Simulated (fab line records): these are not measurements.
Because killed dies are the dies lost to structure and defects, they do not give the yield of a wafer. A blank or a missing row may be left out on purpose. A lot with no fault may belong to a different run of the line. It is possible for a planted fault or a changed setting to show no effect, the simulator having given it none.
Matching of chambers -- flow nandHarc -- pecvd-02 running NHARC_A_ONON_D1_DEP_33: 3 sister chambers
The step deposits SiO2, target thk 200 nm. 6 wafers are shown with their chamber, then 7 later ones without.

== WAFERS WITH THEIR CHAMBER ==
wafer,chamber,heaterPowerW (W),throttleValvePct (%)
L225.2,2,596,16.2
L229.1,0,474,15.1
L229.3,1,702,15.5
L229.5,1,729,15.5
L242.1,0,528,15.1
L242.3,2,459,15.6

== WAFERS MISSING THEIR CHAMBER ==
wafer,heaterPowerW (W),throttleValvePct (%)
L242.4,527,15.2
L244.3,535,15.4
L244.5,608,15.9
L244.6,473,15.9
L245.1,416,15.6
L245.3,698,15.9
L245.4,716,16.1

== WHICH CHAMBER EACH ONE RAN IN ==
wafer,from the rows above,in truth
L242.4,0,0
L244.3,can't be placed: 0 or 2 or 1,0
L244.5,can't be placed: 2 or 1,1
L244.6,2,2
L245.1,can't be placed: 2 or 0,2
L245.3,can't be placed: 1 or 2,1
L245.4,can't be placed: 1 or 2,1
Placed correctly: 2 of 7. These rows do not allow placing 5 (true chamber among the candidates in 5). 0 placed wrongly.
How it was worked out, from the rows above alone: a wafer's distance from a chamber is the root of the sum, over the readings, of the square of ((its reading less the chamber's mean) divided by the reading's scatter). The wafer belongs to the nearest chamber; if the next one is less than 2 further off, it can't be placed. Each chamber's mean is taken over the wafers shown for it. The scatter: the root of (the sum of the squares of (reading less its chamber's mean) over the shown wafers, divided by (wafers less chambers)).
